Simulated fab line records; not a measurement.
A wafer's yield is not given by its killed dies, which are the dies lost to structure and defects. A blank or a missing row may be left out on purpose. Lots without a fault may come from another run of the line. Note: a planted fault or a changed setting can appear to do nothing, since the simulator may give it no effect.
What tool caused it? | flow n5_finfet | 8 lots with 24 wafers sampled at 7 steps, on a route of 1938 steps

== WHAT EACH GAUGE READ, for each wafer ==
N5_GATE_CUT_OVL_MEAS_14.
lot  | measured     | on         | GATE_CUT_OVL (nm)
L802 | day 4 18:47  | overlay-02 | 0.0 0.0 0.3
L806 | day 5 16:29  | overlay-01 | 0.2 -0.1 -1.1
L808 | day 6 07:05  | overlay-01 | 0.2 0.8 0.0
L810 | day 6 17:17  | overlay-02 | 0.8 0.7 1.5
L817 | day 8 10:44  | overlay-02 | 0.8 0.6 1.2
L820 | day 9 05:09  | overlay-02 | 0.6 0.7 1.4
L823 | day 10 00:12 | overlay-02 | 1.0 -0.1 0.5
L824 | day 10 04:44 | overlay-02 | -0.2 0.4 -0.6

N5_GATE_CUT_THK_MEAS_24.
lot  | measured     | on            | GC_FILL_THK (nm)
L802 | day 4 21:54  | film_metro-02 | 220.3 219.6 220.6
L806 | day 5 19:13  | film_metro-02 | 220.9 221.1 223.2
L808 | day 6 09:53  | film_metro-01 | 218.2 219.5 219.2
L810 | day 6 19:59  | film_metro-01 | 221.9 221.1 222.7
L817 | day 8 13:26  | film_metro-01 | 181.6 217.0 183.1
L820 | day 9 08:07  | film_metro-01 | 215.1 220.9 220.7
L823 | day 10 02:55 | film_metro-01 | 218.2 219.4 218.7
L824 | day 10 07:49 | film_metro-01 | 219.3 217.8 219.2

N5_BEOL_M4_RC_MEAS_101.
lot  | measured     | on        | DIBL_N (mV/V)  | DIBL_P (mV/V)  | IOFF_N (nA/um) | IOFF_P (nA/um) | ION_N (uA/um) | ION_P (uA/um) | SS_N (mV/dec)  | SS_P (mV/dec)  | VT_N (mV)   | VT_P (mV)
L802 | day 9 10:38  | prober-02 | 37.8 42.0 34.8 | 36.2 40.1 33.9 | 0.15 0.27 0.13 | 0.21 0.27 0.18 | 666 682 680   | 459 458 468   | 71.6 73.9 71.1 | 72.7 74.7 72.6 | 250 245 252 | -249 -249 -251
L806 | day 10 06:55 | prober-02 | 35.6 37.4 34.8 | 35.6 37.6 36.4 | 0.12 0.16 0.13 | 0.20 0.22 0.21 | 653 651 661   | 462 448 462   | 71.6 72.3 70.8 | 72.9 73.5 73.2 | 255 252 253 | -250 -251 -248
L808 | day 10 21:10 | prober-01 | 35.9 37.0 38.1 | 35.8 38.1 38.4 | 0.14 0.17 0.18 | 0.16 0.21 0.22 | 675 661 685   | 454 455 465   | 71.9 71.1 72.2 | 73.2 74.0 74.1 | 254 250 250 | -256 -252 -254
L810 | day 11 09:17 | prober-02 | 36.3 37.3 36.5 | 36.6 38.0 37.6 | 0.15 0.16 0.16 | 0.21 0.23 0.22 | 678 659 681   | 468 459 463   | 71.1 71.4 71.4 | 73.3 74.0 73.7 | 252 250 247 | -252 -248 -250
L817 | day 13 03:19 | prober-01 | 38.8 35.6 38.5 | 40.6 36.4 40.4 | 0.21 0.15 0.21 | 0.29 0.21 0.30 | 670 656 670   | 462 456 467   | 72.3 71.5 72.9 | 74.8 72.8 74.9 | 247 253 245 | -244 -249 -247
L820 | day 13 09:16 | prober-02 | 40.8 35.1 36.6 | 42.0 35.6 36.8 | 0.26 0.14 0.16 | 0.32 0.21 0.21 | 692 663 676   | 467 457 462   | 72.9 71.1 71.7 | 74.4 73.1 73.4 | 245 251 250 | -245 -249 -251
L823 | day 14 07:49 | prober-02 | 38.0 39.0 37.8 | 37.2 39.1 36.6 | 0.19 0.23 0.18 | 0.26 0.31 0.25 | 699 682 674   | 472 467 463   | 71.8 71.8 72.4 | 73.5 74.1 73.6 | 249 245 248 | -244 -244 -245
L824 | day 14 16:10 | prober-01 | 37.0 36.8 38.7 | 38.4 38.0 39.6 | 0.17 0.17 0.20 | 0.22 0.24 0.26 | 674 676 694   | 467 459 470   | 71.4 72.2 72.2 | 73.3 74.1 73.6 | 251 248 249 | -250 -248 -248

== WHICH TOOL RAN EACH LOT (tool, then ch and the chambers of the sampled wafers, then the start) ==
lot  | N5_GATE_CUT_VAPOR_ETCH_60         | N5_GATE_CUT_HM_DEP_46          | N5_GATE_CUT_HM_OPEN_40             | N5_GATE_CUT_CUT_ETCH_53
L802 | rie_metal-03 ch 0,1, day 4 15:19  | pecvd-03 ch 0,2, day 4 18:17   | rie_diel-06 ch 1,3, day 4 19:24    | rie_metal-03 ch 0,1, day 4 19:38
L806 | rie_metal-02 ch 0,1, day 5 13:01  | pecvd-03 ch 1,2, day 5 15:59   | rie_diel-03 ch 2,3, day 5 16:45    | rie_metal-03 ch 0,1, day 5 16:59
L808 | rie_metal-01 ch 0,1, day 6 03:22  | pecvd-03 ch 0,1,2, day 6 06:32 | rie_diel-06 ch 0,2, day 6 07:20    | rie_metal-02 ch 0,1, day 6 07:35
L810 | rie_metal-01 ch 0,1, day 6 13:43  | pecvd-02 ch 1,2, day 6 16:53   | rie_diel-01 ch 1,2,3, day 6 17:32  | rie_metal-02 ch 0,1, day 6 17:46
L817 | rie_metal-02 ch 0,1, day 8 06:53  | pecvd-03 ch 0,2, day 8 10:14   | rie_diel-01 ch 0,2,3, day 8 10:59  | rie_metal-03 ch 0,1, day 8 11:14
L820 | rie_metal-03 ch 0,1, day 9 01:47  | pecvd-02 ch 0,1,2, day 9 04:46 | rie_diel-01 ch 0,1,3, day 9 05:38  | rie_metal-01 ch 0,1, day 9 05:53
L823 | rie_metal-03 ch 0,1, day 9 20:49  | pecvd-02 ch 0,1,2, day 9 23:50 | rie_diel-01 ch 1,2,3, day 10 00:27 | rie_metal-01 ch 0,1, day 10 00:41
L824 | rie_metal-03 ch 0,1, day 10 01:07 | pecvd-04 ch 1, day 10 04:11    | rie_diel-06 ch 0,3, day 10 04:59   | rie_metal-02 ch 0, day 10 05:16
- N5_GATE_CUT_VAPOR_ETCH_60: etches HfO2 in BCl3/Cl2.
- N5_GATE_CUT_HM_DEP_46: deposits SiO2 from TEOS/O2, target thk 130 nm, time 26.6 s.
- N5_GATE_CUT_HM_OPEN_40: chemistry C4F6/O2, target SiO2, target depth 139 nm, time 85.1 s.
- N5_GATE_CUT_CUT_ETCH_53: etches W in SF6/Cl2, target depth 79.2 nm.

== AS READ BY THE TOOLS THEMSELVES (means over the sampled wafers that have a number; for cases with no such wafer, the mark the record gives instead) ==
N5_GATE_CUT_VAPOR_ETCH_60.
lot  | tool         | drypump_motor_current_A (A) | oes_product_au (a.u.)
L802 | rie_metal-03 | 5.1                         | 0.71
L806 | rie_metal-02 | 5.5                         | 0.74
L808 | rie_metal-01 | 5.6                         | 0.77
L810 | rie_metal-01 | 5.9                         | 0.72
L817 | rie_metal-02 | 5.4                         | 0.72
L820 | rie_metal-03 | 5.2                         | 0.69
L823 | rie_metal-03 | 5.1                         | 0.69
L824 | rie_metal-03 | 5.2                         | 0.68

N5_GATE_CUT_HM_DEP_46.
lot  | tool     | heater_power_w (W) | showerhead_plenum_p_Torr (Torr) | throttle_valve_pct (%)
L802 | pecvd-03 | 488                | 8.33                            | 19.1
L806 | pecvd-03 | 493                | 8.34                            | 19.0
L808 | pecvd-03 | 463                | 8.35                            | 19.1
L810 | pecvd-02 | 467                | 8.33                            | 19.3
L817 | pecvd-03 | 461                | 8.33                            | 18.9
L820 | pecvd-02 | 534                | 8.32                            | 19.2
L823 | pecvd-02 | 558                | 8.32                            | 19.2
L824 | pecvd-04 | 474                | 8.41                            | 19.0

N5_GATE_CUT_HM_OPEN_40.
lot  | tool        | drypump_motor_current_A (A) | etch_rf_on_time_s (s) | oes_product_au (a.u.) | rf_vpp_V (V) | showerhead_plenum_p_Torr (Torr) | throttle_valve_pct (%)
L802 | rie_diel-06 | 5.5                         | 96.5                  | 0.64                  | 661          | 2.91                            | 21.26
L806 | rie_diel-03 | 4.8                         | 94.2                  | 0.73                  | 660          | 2.80                            | 20.92
L808 | rie_diel-06 | 6.4                         | 94.2                  | 0.80                  | 668          | 2.93                            | 20.52
L810 | rie_diel-01 | 6.0                         | 94.7                  | 0.73                  | 671          | 2.84                            | 20.86
L817 | rie_diel-01 | 6.0                         | 78.0                  | 0.71                  | 676          | 2.86                            | 20.84
L820 | rie_diel-01 | 6.0                         | 94.3                  | 0.69                  | 673          | 2.77                            | 20.92
L823 | rie_diel-01 | 5.9                         | 94.9                  | 0.70                  | 670          | 2.83                            | 20.90
L824 | rie_diel-06 | 6.4                         | 95.8                  | 0.76                  | 666          | 2.87                            | 20.47

N5_GATE_CUT_CUT_ETCH_53.
lot  | tool         | drypump_motor_current_A (A) | etch_rf_on_time_s (s) | mfc_cl2_sccm (sccm) | oes_product_au (a.u.) | throttle_valve_pct (%)
L802 | rie_metal-03 | 5.2                         | 25.9                  | 59.88               | 0.65                  | 29.4
L806 | rie_metal-03 | 5.2                         | 25.8                  | 59.84               | 0.64                  | 29.4
L808 | rie_metal-02 | 5.5                         | 27.4                  | 59.92               | 0.64                  | 29.3
L810 | rie_metal-02 | 5.8                         | 27.1                  | 59.85               | 0.70                  | 29.2
L817 | rie_metal-03 | 5.1                         | 25.8                  | 60.07               | 0.63                  | 29.1
L820 | rie_metal-01 | 5.6                         | 26.9                  | 60.00               | 0.67                  | 29.0
L823 | rie_metal-01 | 5.9                         | 26.9                  | 59.74               | 0.63                  | 28.8
L824 | rie_metal-02 | 5.1                         | 26.7                  | 59.90               | 0.58                  | 29.3

== THE ANSWER, worked out from the rows above alone ==
Rule: usual is defined by the lots themselves. Put in order of their means at a reading, lots are off if they are a third of the lots or fewer, leave a main group of 4 or more, and stand apart from it by a gap of 3 or more times the standard deviation of the main group's means; of several such gaps the widest counts. Not used: any main group whose means are identical at the precision the tables above print for the reading. A lot without any number at a reading at which 4 lots or more have one is off too. The other lots that the step has rows for count as sound. First the gauges in route order, then the tools' own readings, where a lot's mean is used as printed above. At the first step where some lot is off, the reading lying furthest off is the one used; lots without a number count as furthest.
Off: at N5_GATE_CUT_THK_MEAS_24 (GC_FILL_THK), L817. The main group has a mean of 219.9 nm with a standard deviation of 1.3.
A tool fits if, at a process step before that reading, it ran every lot that is off, and no sound lot after the first of them. Not tried: the gauges at N5_GATE_CUT_THK_MEAS_24; whatever is off there is also off at N5_GATE_CUT_HM_OPEN_40, on other tools, and gauge error can't account for it. Can't be told from this: 3 tools fit, rie_metal-02 at N5_GATE_CUT_VAPOR_ETCH_60, pecvd-03 at N5_GATE_CUT_HM_DEP_46, rie_metal-03 at N5_GATE_CUT_CUT_ETCH_53.

== WHAT THE SIMULATOR HAD PUT IN ==
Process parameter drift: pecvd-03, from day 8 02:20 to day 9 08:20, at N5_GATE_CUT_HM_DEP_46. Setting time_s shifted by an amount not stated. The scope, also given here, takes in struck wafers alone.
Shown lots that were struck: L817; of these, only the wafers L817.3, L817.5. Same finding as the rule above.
